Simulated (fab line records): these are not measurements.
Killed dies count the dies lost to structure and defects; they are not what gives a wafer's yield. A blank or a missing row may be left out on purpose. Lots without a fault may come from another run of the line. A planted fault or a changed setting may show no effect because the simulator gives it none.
Matching of chambers | flow n5-finfet | uv-cure-03 running N5_BEOL_M6_CURE_74: 3 sister chambers
The step cures SiCOH lowk, time 240 s. 24 wafers are shown with their chamber, then 12 later ones without.

## WAFERS PAIRED WITH THEIR CHAMBERS
wafer  | chamber | wafer_temp_C_max | lamp-power-pct (%)
L075.4 | 0       | 386.0            | 52.33
L075.5 | 0       | 385.9            | 52.36
L075.6 | 0       | 385.9            | 52.26
L077.1 | 0       | 386.2            | 52.30
L077.2 | 0       | 386.3            | 52.35
L077.4 | 0       | 386.7            | 52.32
L079.1 | 1       | 385.8            | 52.32
L079.3 | 1       | 386.4            | 52.16
L079.6 | 1       | 385.9            | 52.32
L081.2 | 2       | 386.5            | 52.32
L081.3 | 2       | 387.1            | 52.27
L081.5 | 2       | 387.4            | 52.32
L083.2 | 0       | 386.3            | 52.36
L083.5 | 0       | 387.4            | 52.34
L083.6 | 0       | 386.4            | 52.27
L084.2 | 2       | 387.3            | 52.38
L084.3 | 2       | 386.7            | 52.31
L084.6 | 2       | 386.2            | 52.30
L085.2 | 1       | 385.7            | 52.32
L085.5 | 1       | 385.8            | 52.30
L085.6 | 1       | 386.0            | 52.26
L087.1 | 2       | 386.7            | 52.34
L087.5 | 2       | 387.0            | 52.35
L087.6 | 2       | 386.7            | 52.35

SIGNATURES, as means of the wafers listed above
reading          | chamber 0 | chamber 1 | chamber 2 | scatter within a chamber
wafer_temp_C_max | 386.344   | 385.933   | 386.844   | 0.396
lamp-power-pct   | 52.3211   | 52.2800   | 52.3267   | 0.0434
Rule: for a wafer and a chamber, the distance is found by dividing, reading by reading, the gap between the wafer's reading and the chamber's mean by the reading's scatter, squaring, summing and taking the root. If the next closest chamber is less than 2 further off than the closest, the wafer can't be placed; otherwise it belongs to the closest. How the scatter is found: for the shown wafers, subtract from each reading the mean of its chamber, square and add these, divide the total by (wafers less chambers), then take the root.

## WAFERS WITH NO CHAMBER GIVEN
wafer  | wafer_temp_C_max | lamp-power-pct (%)
L093.3 | 387.5            | 52.31
L093.4 | 386.9            | 52.36
L093.6 | 387.0            | 52.28
L094.1 | 386.2            | 52.35
L094.5 | 385.9            | 52.29
L094.6 | 386.0            | 52.27
L096.2 | 387.0            | 52.28
L096.4 | 386.1            | 52.28
L096.6 | 387.1            | 52.28
L097.3 | 386.0            | 52.36
L097.5 | 385.7            | 52.34
L097.6 | 386.1            | 52.25

## THE CHAMBER EACH PASSED THROUGH
wafer  | from the rows above          | in truth
L093.3 | can't be placed: 2 or 0      | 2
L093.4 | can't be placed: 2 or 0      | 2
L093.6 | can't be placed: 2 or 0 or 1 | 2
L094.1 | can't be placed: 0 or 2 or 1 | 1
L094.5 | can't be placed: 1 or 0      | 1
L094.6 | can't be placed: 1 or 0      | 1
L096.2 | can't be placed: 2 or 0 or 1 | 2
L096.4 | can't be placed: 1 or 0 or 2 | 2
L096.6 | can't be placed: 2 or 0 or 1 | 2
L097.3 | can't be placed: 0 or 1 or 2 | 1
L097.5 | can't be placed: 1 or 0 or 2 | 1
L097.6 | can't be placed: 1 or 0 or 2 | 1
Correctly placed: 0 of 12. These rows do not allow placing 12 (true chamber among the candidates in 12). Number placed wrongly: 0.
